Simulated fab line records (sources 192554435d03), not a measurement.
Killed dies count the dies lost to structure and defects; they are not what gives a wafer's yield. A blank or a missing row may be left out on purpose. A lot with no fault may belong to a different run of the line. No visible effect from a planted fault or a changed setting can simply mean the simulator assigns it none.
fab line records | flow n5-finfet
record lots=6 wafers=17 last-day=16
route steps=1938 shown BEOL_M10@1516
lots that met no fault: from a run of the same line without faults
start-h: hours from the record's opening day to when the first of the lot's shown wafers began | wait-h: hours elapsed since this lot's preceding step | " identical to the entry in the row above | L1.1+2: a row that stands for several wafers | - no value, or no start was given | * or withheld: withheld | < > ~ a bound
route shown NAME@n: a module of which the file shows steps, and the number in the route of the first | usual: average and standard deviation across the fault-free wafers | same: alike in all rows | chamber/n: place in a boat | sites: readings site by site | _std_site: standard deviation of those values | _edge_site: the outer-site mean with the inner-site mean subtracted | radius-mm: for every site, how far away it sits from the centre of the wafer | mask NAME#n: copy n | behind: the most recent tool/chamber to have shaped the wafer | hold: why the lot was held/for how many hours/how that ended | device: transistor that didn't switch, given as n, p or np | end of line: at the end of the route, the tests of the same wafers | for a step that has no rows: nothing shown but its recipe | killed: the dies lost at the first sort to structure and to defects; this is not the yield of the wafer | map: a wafer's dies, marking killed ones x, the rest . and places with no die _
set.NAME: the run value of the setting; set.NAME@STEP: its run value at that earlier step | model.NAME: the simulator's own value behind a step, which no gauge read
lots at some steps of the route; a table a step, a row a wafer
services: the hour from which a tool's chamber was out of use, counted from the record's first day as start-h (under 0 if before that day), plus the number of hours and why
## steps
# step N5_BEOL_M10_HM_STRIP_39
# recipe chemistry=peroxide-tin-strip material=TiN target-depth-a=250 temp-c=50 time-s=158
# step N5_BEOL_M10_SRD_40
# recipe time-s=30 temp-c=23 rinse-liquid=diw dry=ipa-marangoni
# step N5_BEOL_M10_PRECLEAN_42
# recipe chemistry=residue-remover time-s=60 temp-c=40
# step N5_BEOL_M10_SRD_43
# recipe time-s=30 temp-c=23 rinse-liquid=diw dry=ipa-marangoni
# step N5_BEOL_M10_CD_MEAS_35
# recipe target-cd-nm=70 polarity=opening
# usual cd-nm=70.1/0.62
# columns lot.wafer tool chamber start-h wait-h cd-nm
L194.1 cd-sem-03 - 218.16 0.0 70.2
L194.4 " - " " 71.1
L194.5 " - " " 70.4
L196.3 cd-sem-02 - 229.87 0.0 70.7
L196.4 " - " " 70.0
L196.6 " - " " 70.6
L199.1 cd-sem-01 - 244.71 0.0 69.3
L199.4 " - " " 69.4
L201.1 cd-sem-03 - 260.23 0.0 70.3
L201.4 " - " " 70.5
L201.5 " - " " 70.5
L209.1 cd-sem-02 - 315.82 0.0 70.2
L209.3 " - " " 70.7
L209.5 " - " " 70.0
L211.3 cd-sem-03 - 327.64 0.0 70.3
L211.5 " - " " 69.2
L211.6 " - " " 69.1
# step N5_BEOL_M10_CURE_72
# recipe temp-c=370 time-s=120 ambient=DMADMS/He material=SiCOH_lowk
# step N5_BEOL_M10_DEGAS_44
# recipe ambient=vacuum temp-c=250 time-s=60
# usual heater-power-w=321/33 susceptor-temp-C=249.99/0.19
# columns lot.wafer tool chamber start-h wait-h heater-power-w susceptor-temp-C
L194.1 pvd-sputter-02 - 218.73 0.5 331 250.00
L194.4 " - " " 332 249.84
L194.5 " - " " 353 250.30
L196.3 pvd-sputter-03 - 232.69 1.7 293 249.98
L196.4 " - " " 334 250.09
L196.6 " - " " 328 250.14
L199.1 pvd-sputter-03 - 246.63 0.8 353 250.19
L199.4 " - " " 300 250.01
L201.1 pvd-sputter-02 - 260.77 0.4 337 250.23
L201.4 " - " " 298 249.92
L201.5 " - " " 332 250.08
L209.1 pvd-sputter-01 - 316.59 0.7 358 249.63
L209.3 " - " " 366 249.83
L209.5 " - " " 302 250.64
L211.3 pvd-sputter-03 - 328.09 0.3 324 249.87
L211.5 " - " " 255 249.65
L211.6 " - " " 290 249.85
# step N5_BEOL_M10_PRE_CLEAN_45
# recipe gas=H2/He time-s=30 temp-c=250
# step N5_BEOL_M10_ALD_74
# recipe material=TaN target-thk-a=20 temp-c=275 ald-precursor-family=PDMAT ald-co-reactant=NH3 pressure-torr=3 carrier-flow-sccm=1500 pulse-time-s=2 purge-time-s=3 co-reactant-purge-time-s=2 co-reactant-pulse-time-s=3 ald-cycles=40 precursor-vessel-temp-c=75 precursor-vessel-pressure-torr=26.25 precursor-vessel-carrier-sccm=1000
# usual heater-power-outer-w=229/21 heater-power-w=418/42 susceptor-temp-C=275.00/0.18
# same co-reactant-purge-time-s=2
# columns lot.wafer tool chamber start-h wait-h heater-power-outer-w heater-power-w susceptor-temp-C
L194.1 ald-metal-01 2 218.83 0.0 215 386 274.78
L194.4 " 1 " " 260 492 275.24
L194.5 " 0 " " 228 420 274.95
L196.3 ald-metal-03 0 232.81 0.1 203 380 275.37
L196.4 " 2 " " 211 398 275.09
L196.6 " 0 " " 192 370 275.35
L199.1 ald-metal-01 3 246.83 0.1 221 376 275.01
L199.4 " 2 " " 217 404 275.10
L201.1 ald-metal-03 0 260.87 0.0 196 373 275.22
L201.4 " 1 " " 270 462 275.15
L201.5 " 0 " " 195 394 275.35
L209.1 ald-metal-01 0 316.69 0.0 231 426 274.92
L209.3 " 2 " " 217 397 274.82
L209.5 " 3 " " 219 382 274.96
L211.3 ald-metal-01 0 328.25 0.1 229 404 274.71
L211.5 " 0 " " 224 419 275.04
L211.6 " 3 " " 223 370 275.32
# step N5_BEOL_M10_SURFACE_TREAT_76
# recipe gas=Ar time-s=* ion-energy-ev=* ion-current-ma-cm2=0.5 pressure-mtorr=* ar-flow-sccm=30
# usual throttle-valve-pct=*
# columns lot.wafer tool chamber start-h wait-h throttle-valve-pct
L194.1 pvd-sputter-01 - 219.40 0.4 *
L194.4 " - " " *
L194.5 " - " " *
L196.3 pvd-sputter-03 - 233.19 0.2 *
L196.4 " - " " *
L196.6 " - " " *
L199.1 pvd-sputter-03 - 247.19 0.2 *
L199.4 " - " " *
L201.1 pvd-sputter-02 - 261.27 0.3 *
L201.4 " - " " *
L201.5 " - " " *
L209.1 pvd-sputter-03 - 317.05 0.2 *
L209.3 " - " " *
L209.5 " - " " *
L211.3 pvd-sputter-01 - 328.61 0.2 *
L211.5 " - " " *
L211.6 " - " " *
# step N5_BEOL_M10_CVD_75
# recipe material=Co target-thk-a=20 temp-c=withheld precursor=CCTBA/H2 pressure-torr=30 time-s=138.9
# step N5_BEOL_M10_SPUTTER_48
# recipe material=Cu target-thk-a=120 temp-c=-20 bias-v=60 power-w=26000 chamber-pressure-pa=0.13 time-s=2
# usual susceptor-temp-C=-20.02/0.11 throttle-valve-pct=29.9/0.89
# columns lot.wafer tool chamber start-h wait-h susceptor-temp-C throttle-valve-pct
L194.1 pvd-sputter-02 - 219.77 0.3 -20.16 30.7
L194.4 " - " " -20.17 28.6
L194.5 " - " " -20.05 29.0
L196.3 pvd-sputter-03 - 233.43 0.1 -19.97 29.1
L196.4 " - " " -19.93 30.0
L196.6 " - " " -19.95 30.2
L199.1 pvd-sputter-01 - 247.58 0.3 -19.96 28.0
L199.4 " - " " -19.96 31.0
L201.1 pvd-sputter-02 - 261.47 0.1 -19.87 28.6
L201.4 " - " " -20.02 28.7
L201.5 " - " " -19.89 30.0
L209.1 pvd-sputter-03 - 317.47 0.3 -19.92 30.3
L209.3 " - " " -20.04 30.3
L209.5 " - " " -20.25 30.3
L211.3 pvd-sputter-03 - 328.85 0.1 -19.80 29.7
L211.5 " - " " -19.94 30.0
L211.6 " - " " -19.85 29.2
# step N5_BEOL_M10_ECD_50
# recipe material=Cu target-thk-a=3180
# columns lot.wafer tool chamber start-h wait-h model.Cu_of_BEOL_M10_ECD_50.thk-nm
L194.1 ecd-cu-02 1 219.89 0.1 315.6
L194.4 " 1 " " 316.4
L194.5 " 0 " " 322.2
L196.3 ecd-cu-01 1 233.58 0.1 321.6
L196.4 " 0 " " 315.4
L196.6 " 0 " " 324.4
L199.1 ecd-cu-01 0 247.74 0.1 315.8
L199.4 " 1 " " 238
L201.1 ecd-cu-01 0 261.59 0.1 316.2
L201.4 " 1 " " 236.6
L201.5 " 0 " " 316.6
L209.1 ecd-cu-02 1 317.59 0.1 319.2
L209.3 " 0 " " 318.2
L209.5 " 0 " " 323.6
L211.3 ecd-cu-02 0 329.00 0.1 319.8
L211.5 " 1 " " 320.2
L211.6 " 0 " " 321.2
# step N5_BEOL_M10_ANNEAL_51
# recipe temp-c=225 time-s=90 ambient=N2
# usual wafer_temp_C_max=226.2/0.57
# columns lot.wafer tool chamber start-h wait-h wafer_temp_C_max
L194.1 rtp-anneal-02 0 220.48 0.6 225.4
L194.4 " 0 " " 225.3
L194.5 " 0 " " 225.2
L196.3 rtp-anneal-01 0 233.75 0.1 226.5
L196.4 " 0 " " 226.7
L196.6 " 0 " " 226.1
L199.1 rtp-anneal-02 0 247.97 0.2 225.5
L199.4 " 0 " " 225.8
L201.1 rtp-anneal-01 0 261.70 0.1 227.0
L201.4 " 0 " " 226.5
L201.5 " 0 " " 226.1
L209.1 rtp-anneal-01 0 317.70 0.1 227.3
L209.3 " 0 " " 226.7
L209.5 " 0 " " 226.6
L211.3 rtp-anneal-02 0 329.21 0.2 225.9
L211.5 " 0 " " 225.7
L211.6 " 0 " " 225.7
# step N5_BEOL_M10_CMP_52
# recipe stop-on=SiCOH_lowk t-overpolish-s=7 down-force-psi=1 platen-rpm=50 clearing-platen-down-force-psi=1.5 clearing-platen-rpm=50 post-cmp-clean=cu-alkaline target-thk-nm=140 clearing-platen-pad-velocity-m-s=0.99484 pad-velocity-m-s=0.99484
# usual head-pressure-psi=1.0001/0.0022 motor-current-A=5.9/0.52 time-to-endpoint-s=67/4.2
# columns lot.wafer tool chamber start-h wait-h head-pressure-psi motor-current-A time-to-endpoint-s
L194.4 cmp-03 1 220.83 0.2 0.9979 5.9 66
L194.1 " 2 " " 0.9991 6.6 65
L194.5 " 0 " " 1.0022 6.0 63
L196.3 cmp-03 2 234.00 0.2 1.0019 6.6 61
L196.4 " 3 " " 1.0001 5.4 65
L196.6 " 2 " " 1.0042 6.2 63
L199.1 cmp-03 1 248.27 0.3 1.0012 6.3 64
L199.4 " 2 " " 0.9968 6.8 47
L201.1 cmp-02 2 262.07 0.3 0.9951 6.3 72
L201.4 " 3 " " 0.9965 5.9 53
L201.5 " 1 " " 1.0012 7.1 74
L209.3 cmp-03 3 317.99 0.2 0.9969 5.6 63
L209.1 " 0 " " 1.0024 6.2 62
L209.5 " 0 " " 1.0022 5.9 60
L211.3 cmp-01 0 329.52 0.3 0.9987 5.6 68
L211.5 " 0 " " 0.9957 5.1 67
L211.6 " 1 " " 0.9974 5.2 72
# step N5_BEOL_M10_THK_MEAS_53
# recipe thk-meas-gauge=xrf reads=Cu_of_BEOL_M10_ECD_50
# usual M10_THK=141.5/2.8
# columns lot.wafer tool chamber start-h wait-h M10_THK[nm]
L194.1 film-metro-02 - 221.08 - 140.4
L194.4 " - " " 133.9
L194.5 " - " " 140.1
L196.3 film-metro-02 - 234.25 - 145.7
L196.4 " - " " 139.8
L196.6 " - " " 146.9
L199.1 film-metro-02 - 248.57 - 140.4
L199.4 " - " " 143.1
L201.1 film-metro-02 - 262.29 - 142.8
L201.4 " - " " 140.4
L201.5 " - " " 139.7
L209.1 film-metro-01 - 318.29 - 138.8
L209.3 " - " " 139.9
L209.5 " - " " 140.7
L211.3 film-metro-01 - 329.82 - 141.5
L211.5 " - " " 140.8
L211.6 " - " " 143.6
## services
# columns tool chamber start-h hours kind
ald-metal-03 - 217.57 1.8 repair
cmp-02 - 220.16 4.0 pm
ald-metal-01 0 234.92 2.9 repair
ecd-cu-02 - 237.28 4.0 repair
cmp-01 - 238.83 2.8 repair
cmp-02 - 243.49 2.6 repair
cmp-03 - 250.71 4.4 repair
cmp-03 - 282.92 4.9 pm
ald-metal-03 - 291.59 6.4 repair
cmp-02 - 306.34 4.8 pm
cmp-01 - 309.04 0.5 repair
ald-metal-01 - 310.19 1.3 repair
ald-metal-03 - 314.63 8.7 pm
cmp-02 - 323.75 10.4 pm
## key
first-sign step=N5_BEOL_M10_CMP_52 reading=time-to-endpoint-s direction=down sigmas=4.1 usual=* struck=*
effect none on later readings
model-effect step=N5_BEOL_M10_ECD_50 value=Cu_of_BEOL_M10_ECD_50.thk-nm without=316.6 struck=237.3
met-at N5_BEOL_M10_ECD_50
struck-wafers L199.4,L201.4
onset-between 233.58 247.74
fault kind=process-parameter-drift tool=ecd-cu-01 chamber=- onset-h=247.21 steps=N5_BEOL_M10_ECD_50 channel=target-thk-a offset=* shape=step end-h=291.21 scope=struck-wafers-only acts-in=* stated=*
